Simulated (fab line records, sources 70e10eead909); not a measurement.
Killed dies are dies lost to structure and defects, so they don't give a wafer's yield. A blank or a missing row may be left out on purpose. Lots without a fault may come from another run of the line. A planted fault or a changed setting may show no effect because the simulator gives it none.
Problem report in the 8D (eight disciplines) form, filled by code | flow nand_harc | the parts of the form that need people (team, actions taken, sign-off) are left out

1. THE PROBLEM
killed_at_periphery at NHARC_END_SORT_01 reads a mean of 101.0 on 6 wafers of 2 lots; wafers without a fault read 4.0 with a standard deviation of 2.6. That is +37 standard deviations from the usual mean.
First seen on wafer L661.1, day 28 07:07, on prober-02. The record holds 6 wafers of 2 lots with a number at this step. Rule for "out", or "out of limits": more than 4 standard deviations from the usual mean. The other wafers with a number count as sound.

2. WHAT IT IS AND WHAT IT IS NOT
question                    | is                     | is not
which readings at this step | killed_at_periphery    | killed_at_array, killed_open, killed_short
which lots                  | L661, L663             | -
which wafers of those lots  | all that have a number | -
read on which gauges        | prober-02              | -
when                        | from day 28 07:07      | up to then (0 sound wafers)

3. SUSPECTS, AND WHAT RULES EACH OUT
Counting: a tool at a process step up to the reading stays a suspect if it ran every lot that is out and no sound lot after the first of them.
- the gauge at NHARC_END_SORT_01: kept. All the wafers that are out were read on prober-02, and no step on other tools shows them out.
- pecvd-01 at NHARC_P_BONDPAD_DEP_00 (deposits SiCN, target thk 250 nm): kept. It ran every lot that is out, first L661 (day 10 01:31), and no sound lot after that.
- cmp-02 at NHARC_P_BONDPAD_CMP_19 (polishes, t overpolish 30 s, cu recess touch 16 s, target thk 160.81 nm): kept. It ran every lot that is out, first L661 (day 10 04:52), and no sound lot after that.
Left after counting: pecvd-01 at NHARC_P_BONDPAD_DEP_00, cmp-02 at NHARC_P_BONDPAD_CMP_19, prober-02 at NHARC_END_SORT_01.

4. THE CAUSE (what the simulator had put in)
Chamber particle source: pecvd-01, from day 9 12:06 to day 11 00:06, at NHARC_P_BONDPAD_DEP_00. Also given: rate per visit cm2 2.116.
Counting left 3 suspects, and this tool is among them.

5. THE CHAIN OF EFFECTS, in route order
Each row: a reading whose mean over the struck wafers that have a number lies more than 3 standard deviations from the usual. Only readings for which the record gives a usual standard deviation are gone through. hours: the time from each lot's start at the first step in this table that gives one to its start at this step, as a median over the lots. sigmas: the change in usual standard deviations.
hours | step              | reading              | usual | on struck wafers | change | sigmas
0     | NHARC_END_SORT_01 | defect_limited_yield | 91 %  | 74               | -16    | -5.3
0     | NHARC_END_SORT_01 | killed_at_periphery  | 4.0   | 101.0            | +97.0  | +37
0     | NHARC_END_SORT_01 | killed_dies          | 64    | 173              | +109   | +5.2

6. WHAT WOULD HAVE CAUGHT IT SOONER
In this record the first reading out of limits at a measuring or inspecting step was taken at day 28 07:07, 451 hours after the fault began at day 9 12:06.
Of the tool readings at NHARC_P_BONDPAD_DEP_00 for which the record gives a usual standard deviation, none was out on any struck wafer, so an alarm limit of 4 standard deviations on them would not have fired.
All the lots that are out (2) had begun NHARC_P_BONDPAD_DEP_00 on pecvd-01 by day 28 07:07. A hold on the tool at that time would have spared none of them.
